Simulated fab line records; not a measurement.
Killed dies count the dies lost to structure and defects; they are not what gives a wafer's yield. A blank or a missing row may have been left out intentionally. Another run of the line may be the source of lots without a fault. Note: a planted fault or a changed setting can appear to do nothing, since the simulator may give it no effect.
Which tool did it? -- flow n5_finfet -- Sampling: 24 lots, 72 wafers, 5 of 1938 route steps

== WHAT THE GAUGES SHOWED, per wafer ==
N5_BEOL_M11_OVL_MEAS_29. Usual: V10_OVL gives -0.4 nm (standard deviation 0.8).
lot,measured,on,V10_OVL (nm),flag
L074,day 10 16:43,overlay-02,-1.0 -1.1 -0.2,
L076,day 11 06:20,overlay-02,1.0 0.3 1.3,
L078,day 11 23:56,overlay-02,-0.4 0.9 -0.7,
L075,day 12 03:39,overlay-02,-0.6 -0.8 -0.7,
L077,day 12 10:44,overlay-01,-0.9 -0.1 -0.7,
L083,day 13 00:16,overlay-01,-1.2 0.5 -0.1,
L079,day 13 07:17,overlay-02,0.4 -0.1 0.2,
L080,day 13 13:59,overlay-02,-0.3 -0.4 0.7,
L081,day 13 14:10,overlay-02,1.1 0.0 0.1,
L084,day 13 22:06,overlay-01,-1.4 -2.0 -1.6,
L082,day 14 01:27,overlay-01,-0.1 0.0 0.8,
L087,day 14 05:32,overlay-01,-1.4 -1.3 -2.0,
L085,day 14 12:22,overlay-01,-1.9 -1.8 -1.4,
L086,day 14 18:31,overlay-01,-0.2 0.4 0.1,
L088,day 14 21:40,overlay-01,0.1 0.9 -0.9,
L090,day 15 01:48,overlay-01,0.1 -1.0 -0.4,
L089,day 15 07:50,overlay-02,-0.7 -0.2 -0.6,
L091,day 15 21:41,overlay-01,-2.2 -0.6 -0.9,
L092,day 15 21:52,overlay-02,-0.3 0.5 0.6,
L093,day 16 01:44,overlay-02,0.0 0.0 0.2,
L096,day 16 04:10,overlay-02,-0.9 -0.4 -0.2,
L095,day 16 11:20,overlay-01,0.4 -0.5 0.3,
L094,day 16 11:31,overlay-02,-2.0 -0.3 -0.5,
L097,day 17 08:56,overlay-01,-1.5 -2.2 -0.9,

N5_BEOL_M12_OVL_MEAS_11. Usual: V11_OVL gives 4 nm (standard deviation 5.6).
lot,measured,on,V11_OVL (nm),flag
L074,day 10 20:13,overlay-01,4 5 3,
L076,day 11 12:34,overlay-02,6 4 9,
L078,day 12 03:50,overlay-01,1 4 2,
L075,day 12 07:41,overlay-02,4 0 4,
L077,day 12 14:41,overlay-02,3 0 14,
L083,day 13 04:44,overlay-02,8 8 12,
L079,day 13 11:04,overlay-02,1 -2 1,
L080,day 13 17:40,overlay-02,15 4 7,
L081,day 13 18:05,overlay-02,-1 -1 -1,
L084,day 14 03:47,overlay-01,3 1 -1,
L082,day 14 06:11,overlay-02,6 2 7,
L087,day 14 11:27,overlay-02,8 5 9,
L085,day 14 16:16,overlay-01,2 4 13,
L086,day 14 23:14,overlay-02,1 0 5,
L088,day 15 01:22,overlay-01,-1 -2 6,
L090,day 15 05:18,overlay-02,12 14 18,
L089,day 15 12:09,overlay-02,21 10 6,
L091,day 16 01:39,overlay-02,9 5 4,
L092,day 16 02:14,overlay-02,1 7 1,
L093,day 16 05:26,overlay-01,0 -5 1,
L096,day 16 07:56,overlay-01,2 -3 3,
L095,day 16 15:52,overlay-01,5 3 4,
L094,day 16 16:28,overlay-01,6 8 -2,
L097,day 17 13:52,overlay-02,-5 -4 -3,

== WHICH TOOL RAN EACH LOT (tool, then ch and the chambers of the sampled wafers, then the start) ==
lot,N5_BEOL_M11_DESCUM_33,N5_BEOL_M11_ETCH_65,N5_BEOL_M11_SPUTTER_48
L074,"rie_diel-02 ch 0,2, day 10 16:46","rie_diel-02 ch 0,2, day 10 16:48","pvd_sputter-02, day 10 18:37"
L076,"rie_diel-02 ch 1,2,3, day 11 06:24","rie_diel-02 ch 1,2,3, day 11 06:26","pvd_sputter-01, day 11 10:58"
L078,"rie_diel-02 ch 0,3, day 12 00:00","rie_diel-02 ch 0,3, day 12 00:02","pvd_sputter-01, day 12 01:58"
L075,"rie_diel-04 ch 0,1, day 12 03:42","rie_diel-04 ch 0,1, day 12 03:44","pvd_sputter-03, day 12 06:07"
L077,"rie_diel-02 ch 1,2,3, day 12 10:47","rie_diel-02 ch 1,2,3, day 12 10:50","pvd_sputter-03, day 12 12:22"
L083,"rie_diel-04 ch 0,2,3, day 13 00:20","rie_diel-04 ch 0,2,3, day 13 00:22","pvd_sputter-02, day 13 02:19"
L079,"rie_diel-02 ch 0,1, day 13 07:30","rie_diel-02 ch 0,1, day 13 07:32","pvd_sputter-03, day 13 09:28"
L080,"rie_diel-05 ch 0,2, day 13 14:03","rie_diel-05 ch 0,2, day 13 14:05","pvd_sputter-02, day 13 15:58"
L081,"rie_diel-04 ch 2,3, day 13 14:13","rie_diel-04 ch 2,3, day 13 14:15","pvd_sputter-02, day 13 16:09"
L084,"rie_diel-05 ch 0,2, day 13 22:10","rie_diel-05 ch 0,2, day 13 22:12","pvd_sputter-03, day 14 02:05"
L082,"rie_diel-04 ch 0,1,3, day 14 01:42","rie_diel-04 ch 0,1,3, day 14 01:44","pvd_sputter-01, day 14 04:31"
L087,"rie_diel-02 ch 1,3, day 14 05:37","rie_diel-02 ch 1,3, day 14 05:39","pvd_sputter-03, day 14 09:12"
L085,"rie_diel-02 ch 0,1,3, day 14 12:25","rie_diel-02 ch 0,1,3, day 14 12:28","pvd_sputter-01, day 14 14:40"
L086,"rie_diel-04 ch 0,1,2, day 14 18:35","rie_diel-04 ch 0,1,2, day 14 18:37","pvd_sputter-03, day 14 21:36"
L088,"rie_diel-05 ch 1,2,3, day 14 21:43","rie_diel-05 ch 1,2,3, day 14 21:45","pvd_sputter-03, day 14 23:36"
L090,"rie_diel-05 ch 1,2,3, day 15 01:52","rie_diel-05 ch 1,2,3, day 15 01:53","pvd_sputter-02, day 15 03:42"
L089,"rie_diel-02 ch 0,2,3, day 15 07:54","rie_diel-02 ch 0,2,3, day 15 07:56","pvd_sputter-01, day 15 10:09"
L091,"rie_diel-02 ch 0,1, day 15 21:45","rie_diel-02 ch 0,1, day 15 21:47","pvd_sputter-01, day 15 23:56"
L092,"rie_diel-02 ch 0,1,2, day 15 22:13","rie_diel-02 ch 0,1,2, day 15 22:14","pvd_sputter-02, day 16 00:31"
L093,"rie_diel-02 ch 0,3, day 16 01:47","rie_diel-02 ch 0,3, day 16 01:49","pvd_sputter-01, day 16 03:50"
L096,"rie_diel-05 ch 2,3, day 16 04:14","rie_diel-05 ch 2,3, day 16 04:16","pvd_sputter-02, day 16 06:26"
L095,"rie_diel-04 ch 2,3, day 16 11:24","rie_diel-04 ch 2,3, day 16 11:26","pvd_sputter-02, day 16 14:23"
L094,"rie_diel-04 ch 0,3, day 16 11:52","rie_diel-04 ch 0,3, day 16 11:53","pvd_sputter-01, day 16 14:59"
L097,"rie_diel-05 ch 1,3, day 17 09:22","rie_diel-05 ch 1,3, day 17 09:24","pvd_sputter-03, day 17 11:32"
- N5_BEOL_M11_DESCUM_33: chemistry O2, time 7.9 s.
- N5_BEOL_M11_ETCH_65: etches SiARC in CF4, target depth 39 nm, time 65 s.
- N5_BEOL_M11_SPUTTER_48: material Cu, target thk 12 nm, time 2 s.

== AS READ BY THE TOOLS THEMSELVES (means over the sampled wafers that have a number; for cases with no such wafer, the mark the record gives instead) ==
N5_BEOL_M11_DESCUM_33. Usual: drypump_motor_current_A 5.8 A, standard deviation 0.51; oes_product_au 0.78 a.u., standard deviation 0.1; rf_vpp_V 243.3 V, standard deviation 1.4; showerhead_plenum_p_Torr 2.09 Torr, standard deviation 0.069; throttle_valve_pct 20.49 %, standard deviation 0.28.
lot,tool,drypump_motor_current_A (A),oes_product_au (a.u.),rf_vpp_V (V),showerhead_plenum_p_Torr (Torr),throttle_valve_pct (%),flag
L074,rie_diel-02,5.9,0.72,243.9,2.07,20.65,
L076,rie_diel-02,5.4,0.79,243.4,2.13,20.33,
L078,rie_diel-02,5.6,0.69,242.6,2.07,20.81,
L075,rie_diel-04,6.3,0.71,243.0,2.05,20.64,
L077,rie_diel-02,5.4,0.78,244.1,2.13,20.33,
L083,rie_diel-04,5.7,0.80,243.9,2.16,20.55,
L079,rie_diel-02,5.9,0.82,244.5,2.16,20.32,
L080,rie_diel-05,5.5,0.82,242.9,2.05,20.22,
L081,rie_diel-04,5.6,0.79,245.1,2.19,20.53,
L084,rie_diel-05,5.5,0.82,243.7,2.04,20.22,
L082,rie_diel-04,6.1,0.78,242.8,2.09,20.60,
L087,rie_diel-02,5.5,0.81,245.0,2.16,20.28,
L085,rie_diel-02,5.6,0.85,243.0,2.11,20.42,
L086,rie_diel-04,6.1,0.71,242.3,2.07,20.63,
L088,rie_diel-05,5.9,0.74,242.0,2.05,20.59,
L090,rie_diel-05,5.9,0.75,242.3,2.05,20.60,
L089,rie_diel-02,5.5,0.78,243.1,2.07,20.52,
L091,rie_diel-02,5.9,0.88,245.1,2.15,20.22,
L092,rie_diel-02,5.8,0.83,244.3,2.11,20.31,
L093,rie_diel-02,5.2,0.77,242.7,2.06,20.67,
L096,rie_diel-05,5.5,0.79,242.0,2.04,20.39,
L095,rie_diel-04,5.6,0.77,243.7,2.18,20.56,
L094,rie_diel-04,6.0,0.75,243.9,2.12,20.61,
L097,rie_diel-05,6.3,0.94,243.5,2.05,20.43,

N5_BEOL_M11_ETCH_65. Usual: drypump_motor_current_A 5.8 A, standard deviation 0.51; etch_rf_on_time_s 64.9 s, standard deviation 0.95; oes_product_au 0.67 a.u., standard deviation 0.086; rf_vpp_V 184.1 V, standard deviation 1.3; showerhead_plenum_p_Torr 2.15 Torr, standard deviation 0.07; throttle_valve_pct 15.69 %, standard deviation 0.28.
lot,tool,drypump_motor_current_A (A),etch_rf_on_time_s (s),oes_product_au (a.u.),rf_vpp_V (V),showerhead_plenum_p_Torr (Torr),throttle_valve_pct (%),flag
L074,rie_diel-02,5.9,65.5,0.61,183.1,2.12,15.87,
L076,rie_diel-02,5.4,64.4,0.67,184.8,2.18,15.55,
L078,rie_diel-02,5.6,65.6,0.60,183.2,2.12,16.02,
L075,rie_diel-04,6.3,65.6,0.61,183.4,2.10,15.83,
L077,rie_diel-02,5.4,64.7,0.66,183.9,2.18,15.55,
L083,rie_diel-04,5.7,64.7,0.68,184.5,2.20,15.73,
L079,rie_diel-02,5.9,65.3,0.70,184.9,2.22,15.57,
L080,rie_diel-05,5.5,65.0,0.69,183.3,2.10,15.43,
L081,rie_diel-04,5.5,64.6,0.68,185.7,2.23,15.71,
L084,rie_diel-05,5.5,64.0,0.70,183.2,2.10,15.44,
L082,rie_diel-04,6.1,65.1,0.67,183.8,2.14,15.78,
L087,rie_diel-02,5.5,63.4,0.70,184.8,2.22,15.53,
L085,rie_diel-02,5.6,64.1,0.73,184.0,2.17,15.63,
L086,rie_diel-04,6.1,65.0,0.60,183.9,2.12,15.84,
L088,rie_diel-05,5.9,66.2,0.63,183.1,2.11,15.80,
L090,rie_diel-05,5.9,65.1,0.63,183.1,2.10,15.81,
L089,rie_diel-02,5.4,65.4,0.67,183.8,2.12,15.70,
L091,rie_diel-02,6.0,64.3,0.75,185.9,2.21,15.43,
L092,rie_diel-02,5.8,65.0,0.70,184.0,2.16,15.50,
L093,rie_diel-02,5.2,64.9,0.66,183.0,2.11,15.86,
L096,rie_diel-05,5.5,65.2,0.67,183.8,2.09,15.59,
L095,rie_diel-04,5.6,65.3,0.66,186.5,2.22,15.77,
L094,rie_diel-04,5.9,64.9,0.64,184.1,2.17,15.82,
L097,rie_diel-05,6.3,64.3,0.81,183.2,2.11,15.56,

N5_BEOL_M11_SPUTTER_48. Usual: 29.5 % for throttle_valve_pct, sd 0.78.
lot,tool,throttle_valve_pct (%),flag
L074,pvd_sputter-02,28.9,
L076,pvd_sputter-01,29.3,
L078,pvd_sputter-01,29.7,
L075,pvd_sputter-03,29.3,
L077,pvd_sputter-03,28.8,
L083,pvd_sputter-02,29.2,
L079,pvd_sputter-03,29.9,
L080,pvd_sputter-02,29.8,
L081,pvd_sputter-02,29.4,
L084,pvd_sputter-03,29.2,
L082,pvd_sputter-01,29.3,
L087,pvd_sputter-03,29.2,
L085,pvd_sputter-01,29.5,
L086,pvd_sputter-03,29.4,
L088,pvd_sputter-03,29.5,
L090,pvd_sputter-02,29.3,
L089,pvd_sputter-01,29.7,
L091,pvd_sputter-01,29.4,
L092,pvd_sputter-02,28.9,
L093,pvd_sputter-01,30.1,
L096,pvd_sputter-02,29.9,
L095,pvd_sputter-02,29.8,
L094,pvd_sputter-01,29.4,
L097,pvd_sputter-03,29.2,

== THE ANSWER, worked out from the rows above alone ==
Rule: lot off if the mean of its wafers having a number is beyond 3 standard deviations from the usual mean. Also off: a lot with no number at a reading for which 4 or more lots have one. Any other lot the step has rows for is counted as sound. The gauges are gone through in route order, then the tools' own readings, and for those a lot's mean is taken as printed above. The first step at which some lot is off is used, and at that step the reading that is off furthest; a lot without a number counts as furthest.
Nothing can be told from this: no lot is off at any reading shown.

== WHAT THE SIMULATOR PUT IN ==
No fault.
